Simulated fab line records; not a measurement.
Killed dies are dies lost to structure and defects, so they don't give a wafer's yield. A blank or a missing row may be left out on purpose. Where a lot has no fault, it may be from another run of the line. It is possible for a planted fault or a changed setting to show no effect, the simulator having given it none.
A lot that was struck, set against a sound lot    flow n5_finfet    16 out of 1938 route steps
Sound: wafers L743.1, L743.3, L743.6. Struck: wafers L755.1, L755.6. The cause is named last.
Per side, at each step with rows, come the tool, then ch with its chambers, and then its first start. Under that, the readings that differ: sound wafers    struck wafers    difference of the means    sigmas: that difference in standard deviations of wafers without a fault.
alike: readings with means less than 2 such deviations apart, plus words and numbers identical on both sides. not compared: withheld readings, readings lacking a value on some wafer, bounds such as >300 that could conceal the same value, and numbers that have no deviation in the record and whose values overlap.
Wherever a step has rows on one side only, a row that says differs or no value, or a row with sigmas, the two part there. Numbers that don't overlap but have no deviation are shown without sigmas and don't part them. A reading that every wafer of one side lacks parts them only if that side has two wafers or more.

first, 11 steps without rows for these wafers: N5_MOL_CONTACT_COAG_DESCUM_45 (chemistry O2, time 7 s); N5_MOL_CONTACT_COAG_ETCH_65 (etches underlayer in N2/H2, target depth 13 nm, time 10.4 s); N5_MOL_CONTACT_COAG_ETCH_66 (etches SiARC in CF4, target depth 13 nm, time 21.7 s); N5_MOL_CONTACT_COAG_ALD_133 (deposits SiO2, target thk 5 nm, pulse time 1 s, co reactant pulse time 1 s); N5_MOL_CONTACT_COAG_ETCHBACK_134 (etches SiO2 in CHF3, target depth 10 nm, time 6.7 s); N5_MOL_CONTACT_COAG_ETCH_67 (etches SOC in N2/H2, target depth 60 nm, overetch 21 nm, time 101.2 s); N5_MOL_CONTACT_COAG_STRIP_68 (strips in N2/H2); N5_MOL_CONTACT_COAG_STRIP_69 (strips in N2/H2); N5_MOL_CONTACT_COAG_ETCHBACK_136 (etches SiO2 in CHF3, target depth 25 nm, time 16.7 s); N5_MOL_CONTACT_COAG_STRIP_120 (strips in CHF3); N5_MOL_CONTACT_COAG_VIA_ETCH_117 (etches SiO2 in C4F6/O2, target depth 40 nm, overetch 8 nm, time 26 s).
N5_MOL_CONTACT_COAG_ETCH_124: etches SiNx in CH3F/O2, stops on SiOC, target depth 6.5 nm.
  sound on rie_diel-01 ch 0,1, day 5 11:28; struck on rie_diel-01 ch 1, day 8 12:02
reading                sound              struck       difference  sigmas
CH3F_flow_sccm (sccm)  30.17 30.06 30.01  29.92 29.86  -0.19       -2
  alike: drypump_motor_current_A, oes_ar_750_au, oes_product_au, rf_fwd_power_W, rf_vpp_V, showerhead_plenum_p_Torr, throttle_valve_pct
  not compared: rf_hours_counter_h, model.SOC_of_MOL_CONTACT_COAG_COAT_62.thk_nm
N5_MOL_CONTACT_COAG_ETCH_48: etches SiOC in C4F6/O2, target depth 15 nm, overetch 4.5 nm, time 17 s.
  sound on rie_diel-01 ch 0,1, day 5 11:30; struck on rie_diel-01 ch 1, day 8 12:04
  alike: drypump_motor_current_A, oes_ar_750_au, oes_product_au, rf_fwd_power_W, rf_vpp_V, showerhead_plenum_p_Torr, throttle_valve_pct
  not compared: rf_hours_counter_h, model.SOC_of_MOL_CONTACT_COAG_COAT_62.thk_nm
then, 1 step without rows for these wafers: N5_MOL_CONTACT_COAG_STRIP_72 (strips in N2/H2).
-- record jumps: 3 days separate the struck wafers' starts on either side; left off in module MOL_CONTACT_COAG, taken up again in module BEOL_M4, whose first shown step is the route's number 1111 --
N5_BEOL_M4_RC_MEAS_101:
  sound on prober-02 ch 0, day 8 08:46; struck on prober-02 ch 0, day 11 12:01
  alike: DIBL_N, DIBL_P, IOFF_N, IOFF_P, ION_N, ION_P, SS_N, SS_P, VT_N, VT_P
after that, 1 step had no rows for these wafers: N5_PASSIVATION_PROBE_49.

## WHERE THEY PART
Only at N5_MOL_CONTACT_COAG_ETCH_124, as far as this record shows. Later steps at which nothing parts them and some readings are alike: N5_MOL_CONTACT_COAG_ETCH_48, N5_BEOL_M4_RC_MEAS_101.

WHY: what had been put in by the simulator
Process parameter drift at N5_MOL_CONTACT_COAG_ETCH_124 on rie_diel-01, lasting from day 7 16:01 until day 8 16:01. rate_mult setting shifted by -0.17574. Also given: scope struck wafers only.
